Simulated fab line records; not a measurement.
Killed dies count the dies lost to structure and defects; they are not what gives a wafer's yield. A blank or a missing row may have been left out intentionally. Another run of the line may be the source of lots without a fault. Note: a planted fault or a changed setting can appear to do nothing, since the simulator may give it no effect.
8D (eight disciplines) problem report, filled in by code	flow nand-harc	the parts of the form that need people (team, actions taken, sign-off) are left out

## 1. WHAT IS WRONG
run-length-s at NHARC_THIN_TSV_ETCH_59 reads a mean of 143.6 s on 3 wafers of 2 lots; wafers without a fault read 159.6 s with a standard deviation of 0.43. That puts it -37 standard deviations away from the usual mean.
The step: etches the open film in Cl2/BCl3, target depth 880 nm, time 138.1 s.
First seen on wafer L705.1, day 22 23:14, on rie-metal-02. The record has a number at this step for 42 wafers belonging to 14 lots. By rule, "out" or "out of limits" means more than 4 standard deviations away from the usual mean. The rest of the wafers with a number are treated as sound.

## 2. WHAT IT IS AND WHAT IT IS NOT
question	is	is not
which readings at this step	run-length-s	drypump-motor-current-A, oes-product-au, throttle-valve-pct
which lots	L705, L706	L689, L691, L693, L694, L695, L696, L697, L699, L700, L702, L710, L711
which wafers of those lots	L705.1, L706.1, L706.5	L705.2, L705.6, L706.2
read on which tools	rie-metal-02	rie-metal-01, rie-metal-03
when	from day 22 23:14	up to then (32 sound wafers); but 7 sound wafers of L706, L710, L711 came after

## 3. SUSPECTS, AND WHAT RULES EACH OUT
Counting: if a tool at a process step up to the reading ran every lot that is out, it stays a suspect. Sound lots after the first of them don't rule it out here, since some wafers of a struck lot are sound.
- rie-metal-02 at NHARC_THIN_TSV_ETCH_59 (etches the open film in Cl2/BCl3, target depth 880 nm, time 138.1 s): kept. Ran every lot that is out, first one L705 (day 22 23:14); last sound lot up to then L702 (day 22 01:45). Its own run-length-s readings are out on those wafers.
- Within rie-metal-02 at NHARC_THIN_TSV_ETCH_59: the wafers that are out ran in chamber 0; their sound lot-mates ran in chamber 1.
Remaining after the count: rie-metal-02 at NHARC_THIN_TSV_ETCH_59.

## 4. THE CAUSE (what the simulator had put in)
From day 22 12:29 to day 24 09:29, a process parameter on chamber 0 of rie-metal-02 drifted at NHARC_THIN_TSV_ETCH_59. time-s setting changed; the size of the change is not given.
The count eliminated every tool but this one.

## 5. THE CHAIN OF EFFECTS, in route order
Each row: a reading where the mean over the struck wafers with a number is more than 3 standard deviations away from the usual. Only readings for which the record gives a usual standard deviation are gone through. hours: the time from each lot's start at the first step in this table that gives one to its start at this step, as a median over the lots. sigmas: the change in usual standard deviations.
hours	step	reading	usual	on struck wafers	change	sigmas
0	NHARC_THIN_TSV_ETCH_59	run-length-s	159.6 s	143.6	-16.0	-37
It contains these process steps:
- NHARC_THIN_TSV_ETCH_59: etches the open film in Cl2/BCl3, target depth 880 nm, time 138.1 s.

## 6. HOW IT WOULD HAVE BEEN CAUGHT EARLIER
First out-of-limits reading in this record: day 22 23:14, which is 11 hours after fault onset at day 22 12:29.
